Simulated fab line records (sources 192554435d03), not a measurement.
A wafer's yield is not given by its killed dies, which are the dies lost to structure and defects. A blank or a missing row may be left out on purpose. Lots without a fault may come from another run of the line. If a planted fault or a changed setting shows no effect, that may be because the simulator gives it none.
Chamber matching + flow n5-finfet + N5_SDB_HM_OPEN_20 on rie-diel-03 has 4 sister chambers
The step chemistry CH3F/O2, target SiNx, stops on poly-Si, target depth 24 nm. 22 wafers are shown with their chamber, then 11 later ones without.

== WAFERS PAIRED WITH THEIR CHAMBERS ==
| wafer  | chamber | drypump-motor-current-A (A) | showerhead-plenum-p-Torr (Torr) | throttle-valve-pct (%) |
|--------|---------|-----------------------------|---------------------------------|------------------------|
| L074.4 | 3       | 6.4                         | 1.93                            | 16.44                  |
| L074.5 | 1       | 5.4                         | 1.98                            | 16.35                  |
| L074.6 | 0       | 5.2                         | 1.92                            | 16.55                  |
| L075.3 | 0       | 5.2                         | 1.92                            | 16.52                  |
| L075.4 | 0       | 5.2                         | 1.92                            | 16.53                  |
| L075.5 | 3       | 6.4                         | 1.93                            | 16.44                  |
| L077.3 | 1       | 5.4                         | 1.98                            | 16.37                  |
| L077.4 | 1       | 5.4                         | 1.98                            | 16.36                  |
| L077.5 | 3       | 6.4                         | 1.93                            | 16.45                  |
| L079.1 | 3       | 6.5                         | 1.93                            | 16.46                  |
| L079.3 | 2       | 4.7                         | 1.97                            | 16.30                  |
| L079.4 | 0       | 5.2                         | 1.92                            | 16.58                  |
| L080.1 | 0       | 5.2                         | 1.92                            | 16.58                  |
| L080.2 | 3       | 6.5                         | 1.93                            | 16.48                  |
| L080.5 | 0       | 5.2                         | 1.92                            | 16.59                  |
| L083.3 | 3       | 6.5                         | 1.92                            | 16.48                  |
| L083.5 | 3       | 6.5                         | 1.92                            | 16.49                  |
| L083.6 | 2       | 4.7                         | 1.97                            | 16.32                  |
| L086.1 | 3       | 6.4                         | 1.92                            | 16.52                  |
| L086.2 | 1       | 5.4                         | 1.97                            | 15.85                  |
| L086.6 | 3       | 6.4                         | 1.92                            | 16.51                  |
| L090.1 | 1       | 5.4                         | 1.97                            | 15.89                  |

SIGNATURES (means of the wafers above)
| reading                  | chamber 0 | chamber 1 | chamber 2 | chamber 3 | scatter within a chamber |
|--------------------------|-----------|-----------|-----------|-----------|--------------------------|
| drypump-motor-current-A  | 5.200     | 5.400     | 4.700     | 6.444     | 0.0351                   |
| showerhead-plenum-p-Torr | 1.9200    | 1.9760    | 1.9700    | 1.9256    | 0.00436                  |
| throttle-valve-pct       | 16.5583   | 16.1640   | 16.3100   | 16.4744   | 0.129                    |
Rule: for each reading, subtract the chamber's mean from the wafer's reading, divide by that reading's scatter and square the result; add these up over the readings and take the root, which gives the wafer's distance from the chamber. If the next closest chamber is less than 2 further off than the closest, the wafer can't be placed; otherwise it belongs to the closest. The scatter: take each reading less its chamber's mean, square it, sum over the shown wafers, divide by the number of wafers less the number of chambers, and take the root.

== WAFERS WITH NO CHAMBER GIVEN ==
| wafer  | drypump-motor-current-A (A) | showerhead-plenum-p-Torr (Torr) | throttle-valve-pct (%) |
|--------|-----------------------------|---------------------------------|------------------------|
| L090.4 | 6.4                         | 1.92                            | 16.51                  |
| L090.5 | 5.4                         | 1.97                            | 15.88                  |
| L093.1 | 5.2                         | 2.16                            | 16.18                  |
| L093.2 | 6.4                         | 1.92                            | 16.54                  |
| L093.6 | 6.4                         | 1.92                            | 16.55                  |
| L095.1 | 5.4                         | 1.96                            | 15.91                  |
| L095.5 | 6.5                         | 1.91                            | 16.54                  |
| L095.6 | 5.2                         | 2.16                            | 16.19                  |
| L097.3 | 5.4                         | 1.96                            | 15.92                  |
| L097.4 | 4.7                         | 1.96                            | 15.90                  |
| L097.6 | 5.4                         | 1.96                            | 15.92                  |

== EACH ONE'S CHAMBER ==
| wafer  | from the rows above | in truth                   |
|--------|---------------------|----------------------------|
| L090.4 | 3                   | 3                          |
| L090.5 | 1                   | 1                          |
| L093.1 | 1                   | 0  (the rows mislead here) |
| L093.2 | 3                   | 3                          |
| L093.6 | 3                   | 3                          |
| L095.1 | 1                   | 1                          |
| L095.5 | 3                   | 3                          |
| L095.6 | 1                   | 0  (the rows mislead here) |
| L097.3 | 1                   | 1                          |
| L097.4 | 2                   | 2                          |
| L097.6 | 1                   | 1                          |
9 of 11 placed correctly. Left unplaced by these rows: 0. 2 placed wrongly.
